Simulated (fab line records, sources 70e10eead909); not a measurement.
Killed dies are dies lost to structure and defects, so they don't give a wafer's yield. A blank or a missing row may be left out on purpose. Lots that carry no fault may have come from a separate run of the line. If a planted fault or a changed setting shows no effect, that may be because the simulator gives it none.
Matching of chambers + flow nand harc + NHARC_A_SGD_CUT_ETCHBACK_24 on rie diel-05: 4 sister chambers
The step etches the open film in CH3F/O2, target depth 50 nm, time 92.857 s. 4 wafers are shown with their chamber, then 8 later ones without.

== WAFERS, EACH WITH ITS CHAMBER ==
| wafer  | chamber | showerhead plenum p Torr (Torr) |
|--------|---------|---------------------------------|
| L085.5 | 2       | 2.38                            |
| L090.2 | 3       | 2.56                            |
| L090.3 | 0       | 2.48                            |
| L093.2 | 1       | 2.52                            |

== WAFERS MISSING THEIR CHAMBER ==
| wafer  | showerhead plenum p Torr (Torr) |
|--------|---------------------------------|
| L093.4 | 2.56                            |
| L093.6 | 2.48                            |
| L096.1 | 2.48                            |
| L096.3 | 2.38                            |
| L096.5 | 2.37                            |
| L097.1 | 2.56                            |
| L097.2 | 2.52                            |
| L097.3 | 2.48                            |

== WHICH CHAMBER EACH WENT THROUGH ==
| wafer  | from the rows above | in truth |
|--------|---------------------|----------|
| L093.4 | 3                   | 3        |
| L093.6 | 0                   | 0        |
| L096.1 | 0                   | 0        |
| L096.3 | 2                   | 2        |
| L096.5 | 2                   | 2        |
| L097.1 | 3                   | 3        |
| L097.2 | 1                   | 1        |
| L097.3 | 0                   | 0        |
Correctly placed: 8 of 8. Left unplaced by these rows: 0. Wrongly placed: 0.
How it was worked out, from the rows above alone: a wafer's distance from a chamber is the root of the sum, over the readings, of the square of ((its reading less the chamber's mean) divided by the reading's scatter). If the next closest chamber is less than 2 further off than the closest, the wafer can't be placed; otherwise it belongs to the closest. For every chamber, the mean is computed from those of its wafers that are shown. The scatter: with one shown wafer a chamber, the root of the mean of the squares of how far each hidden wafer lies from its nearest shown one.
